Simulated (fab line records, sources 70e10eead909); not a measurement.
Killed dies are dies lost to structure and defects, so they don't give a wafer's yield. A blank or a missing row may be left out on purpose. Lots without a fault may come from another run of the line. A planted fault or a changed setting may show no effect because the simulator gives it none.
One fault seen from 2 desks | flow nand_harc | each desk has only its own numbers; what lay behind them comes last

THE METROLOGY DESK
What the gauges read, lot by lot, whatever tool the lot ran on: means of the sampled wafers that have a number. A lot is out of limits, marked OUT, if its mean lies more than 4 standard deviations from the usual mean; the brackets give that distance.
Columns: A = thk_nm at NHARC_P_M1_THK_MEAS_24, usual 157.7 nm
lot  | first seen here | A
L919 | day 6 17:02     | 157.1
L921 | day 7 01:32     | 156.7
L923 | day 8 01:58     | 159.5
L925 | day 8 20:39     | 156.1
L931 | day 11 12:16    | 159.3
L932 | day 11 17:22    | 157.3
L934 | day 12 12:49    | 159.3
L935 | day 13 02:43    | 157.9
L936 | day 13 16:47    | 157.5
L937 | day 13 22:16    | 159.2
L940 | day 15 04:23    | 156.3
L941 | day 15 13:00    | 157.8
L942 | day 16 02:15    | 156.5
This desk's finding: nothing out of limits on any of the 13 lots.

THE TOOL OWNER'S DESK: litho_track-01
The tool's own readings at NHARC_P_M2_PEB_07 (peb time 65 s): means of the sampled wafers that have a number, for each lot that ran on this tool. A lot is out of limits, marked OUT, if its mean lies more than 4 standard deviations from the usual mean; the brackets give that distance.
Columns: A = heater_power_total_W at NHARC_P_M2_PEB_07, usual 156.7 W; B = plate_temp_C at NHARC_P_M2_PEB_07, usual 99.98 C
lot  | first seen here | A     | B
L919 | day 6 18:59     | 156.7 | 99.90
L921 | day 7 03:01     | 156.4 | 99.93
L923 | day 8 03:19     | 156.8 | 99.97
L925 | day 8 22:10     | 156.5 | 100.14
L931 | day 11 13:53    | 155.3 | 99.58
L937 | day 13 23:45    | 156.9 | 99.91
This desk's finding: nothing out of limits on any of the 6 lots.

PUT TOGETHER
The metrology desk saw nothing out of limits.
The tool owner's desk saw nothing out of limits.

WHAT THE SIMULATOR HAD PUT IN
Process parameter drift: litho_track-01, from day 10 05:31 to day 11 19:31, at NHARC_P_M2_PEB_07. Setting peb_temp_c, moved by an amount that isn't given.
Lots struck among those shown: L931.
